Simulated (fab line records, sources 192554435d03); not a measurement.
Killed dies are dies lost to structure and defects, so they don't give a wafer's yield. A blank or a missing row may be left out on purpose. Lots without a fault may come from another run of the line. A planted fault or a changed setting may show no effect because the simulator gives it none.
Chamber matching | flow n5_finfet | N5_BEOL_M6_STRIP_19 on rie_diel-02: 4 sister chambers
The step strips in O2. 20 wafers are shown with their chamber, then 10 later ones without.

WAFERS WITH THEIR CHAMBER
wafer  | chamber | throttle_valve_pct (%) | drypump_motor_current_A (A) | showerhead_plenum_p_Torr (Torr)
L075.2 | 3       | 16.33                  | 5.5                         | 2.16
L075.4 | 1       | 17.12                  | 5.5                         | 2.17
L075.6 | 3       | 16.34                  | 5.5                         | 2.16
L079.1 | 0       | 16.49                  | 6.0                         | 2.12
L079.3 | 1       | 17.10                  | 5.5                         | 2.16
L079.5 | 1       | 17.12                  | 5.5                         | 2.16
L080.4 | 0       | 16.48                  | 6.0                         | 2.12
L080.5 | 1       | 17.12                  | 5.5                         | 2.16
L080.6 | 0       | 16.50                  | 6.0                         | 2.12
L082.3 | 3       | 16.35                  | 5.5                         | 2.16
L082.4 | 1       | 17.12                  | 5.5                         | 2.16
L082.6 | 3       | 16.35                  | 5.5                         | 2.16
L081.2 | 1       | 17.13                  | 5.5                         | 2.16
L081.3 | 3       | 16.36                  | 5.6                         | 2.16
L081.4 | 0       | 16.48                  | 6.0                         | 2.12
L083.1 | 1       | 17.14                  | 5.5                         | 2.16
L083.4 | 3       | 16.36                  | 5.5                         | 2.16
L083.5 | 0       | 16.50                  | 6.0                         | 2.12
L085.3 | 2       | 16.33                  | 6.2                         | 2.13
L085.5 | 1       | 17.14                  | 5.5                         | 2.16

SIGNATURES (means of the wafers above)
reading                  | chamber 0 | chamber 1 | chamber 2 | chamber 3 | scatter within a chamber
throttle_valve_pct       | 16.4900   | 17.1238   | 16.3300   | 16.3483   | 0.0119
drypump_motor_current_A  | 6.000     | 5.500     | 6.200     | 5.517     | 0.0228
showerhead_plenum_p_Torr | 2.1200    | 2.1612    | 2.1300    | 2.1600    | 0.00234
Rule: a wafer's distance from a chamber is the root of the sum, over the readings, of the square of ((its reading less the chamber's mean) divided by the reading's scatter). The wafer belongs to the nearest chamber; if the next one is less than 2 further off, it can't be placed. The scatter: the root of (the sum of the squares of (reading less its chamber's mean) over the shown wafers, divided by (wafers less chambers)).

WAFERS WITHOUT THEIR CHAMBER
wafer  | throttle_valve_pct (%) | drypump_motor_current_A (A) | showerhead_plenum_p_Torr (Torr)
L085.6 | 16.36                  | 6.1                         | 2.13
L087.1 | 17.15                  | 5.5                         | 2.16
L087.2 | 16.36                  | 6.2                         | 2.12
L087.5 | 17.16                  | 5.5                         | 2.16
L092.2 | 16.52                  | 6.0                         | 2.12
L092.3 | 16.37                  | 6.2                         | 2.12
L092.6 | 16.38                  | 6.2                         | 2.12
L096.3 | 16.41                  | 5.5                         | 2.15
L096.4 | 16.74                  | 5.5                         | 2.15
L096.5 | 16.78                  | 5.6                         | 2.15

WHICH CHAMBER EACH WENT THROUGH
wafer  | from the rows above          | in truth
L085.6 | 2                            | 2
L087.1 | 1                            | 1
L087.2 | 2                            | 2
L087.5 | 1                            | 1
L092.2 | 0                            | 0
L092.3 | 2                            | 2
L092.6 | 2                            | 2
L096.3 | 3                            | 3
L096.4 | can't be placed: 1 or 0 or 3 | 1
L096.5 | 1                            | 1
Placed correctly: 9 of 10. Can't be placed from these rows: 1 (the true chamber is among the candidates in 1). Placed wrongly: 0.
